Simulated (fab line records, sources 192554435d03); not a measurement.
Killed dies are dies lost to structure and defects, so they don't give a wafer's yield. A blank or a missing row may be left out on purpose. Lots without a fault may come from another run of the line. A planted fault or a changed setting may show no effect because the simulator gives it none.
Chamber matching | flow n5_finfet | N5_GATE_CUT_CMP_61 on cmp-01: 4 sister chambers
The step polishes, stops on SiNx, t overpolish 3 s. 4 wafers are shown with their chamber, then 8 later ones without.

WAFERS WITH THEIR CHAMBER
wafer  | chamber | motor_current_A (A)
L084.1 | 0       | 12.2
L084.2 | 2       | 16.5
L084.4 | 1       | 10.7
L086.1 | 3       | 10.7

WAFERS WITHOUT THEIR CHAMBER
wafer  | motor_current_A (A)
L086.3 | 11.3
L086.4 | 18.1
L088.3 | 12.0
L088.5 | 11.8
L088.6 | 16.8
L097.1 | 10.5
L097.3 | 17.8
L097.5 | 17.0

WHICH CHAMBER EACH WENT THROUGH
wafer  | from the rows above          | in truth
L086.3 | can't be placed: 1 or 3 or 0 | 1
L086.4 | 2                            | 2
L088.3 | can't be placed: 0 or 1 or 3 | 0
L088.5 | can't be placed: 0 or 1 or 3 | 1
L088.6 | 2                            | 2
L097.1 | can't be placed: 1 or 3 or 0 | 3
L097.3 | 2                            | 2
L097.5 | 2                            | 2
Placed correctly: 4 of 8. Can't be placed from these rows: 4 (the true chamber is among the candidates in 4). Placed wrongly: 0.
How it was worked out, from the rows above alone: a wafer's distance from a chamber is the root of the sum, over the readings, of the square of ((its reading less the chamber's mean) divided by the reading's scatter). The wafer belongs to the nearest chamber; if the next one is less than 2 further off, it can't be placed. A chamber's mean is the mean of its shown wafers. The scatter: with one shown wafer a chamber, the root of the mean of the squares of how far each hidden wafer lies from its nearest shown one.
